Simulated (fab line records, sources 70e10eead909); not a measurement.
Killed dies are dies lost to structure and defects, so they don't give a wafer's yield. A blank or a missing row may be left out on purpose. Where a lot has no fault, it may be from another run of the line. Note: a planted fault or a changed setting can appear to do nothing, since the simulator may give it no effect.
Matching of chambers | flow nand_harc | NHARC_A_M0_PRE_CLEAN_31 on pecvd-03: 3 sister chambers
The step time 12 s. 6 wafers are shown with their chamber, then 7 later ones without.

== EACH WAFER AND ITS CHAMBER ==
wafer  | chamber | heater_power_w (W) | heater_power_outer_w (W)
L075.5 | 0       | 766                | 475
L083.3 | 0       | 753                | 442
L082.3 | 1       | 724                | 424
L082.5 | 2       | 526                | 305
L088.1 | 1       | 641                | 334
L088.2 | 2       | 541                | 325

== WAFERS WHOSE CHAMBER IS MISSING ==
wafer  | heater_power_w (W) | heater_power_outer_w (W)
L088.4 | 540                | 326
L087.3 | 703                | 396
L087.4 | 707                | 390
L087.5 | 704                | 415
L093.3 | 758                | 451
L093.5 | 610                | 386
L093.6 | 760                | 457

== EACH ONE'S CHAMBER ==
wafer  | from the rows above     | in truth
L088.4 | 2                       | 2
L087.3 | can't be placed: 1 or 0 | 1
L087.4 | can't be placed: 1 or 0 | 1
L087.5 | can't be placed: 1 or 0 | 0
L093.3 | 0                       | 0
L093.5 | can't be placed: 1 or 2 | 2
L093.6 | 0                       | 0
Placed correctly: 3 of 7. These rows do not allow placing 4 (true chamber among the candidates in 4). Wrongly placed: 0.
How it was worked out, from the rows above alone: a wafer's distance from a chamber is the root of the sum, over the readings, of the square of ((its reading less the chamber's mean) divided by the reading's scatter). If the next closest chamber is less than 2 further off than the closest, the wafer can't be placed; otherwise it belongs to the closest. For every chamber, the mean is computed from those of its wafers that are shown. The scatter: the root of (the sum of the squares of (reading less its chamber's mean) over the shown wafers, divided by (wafers less chambers)).
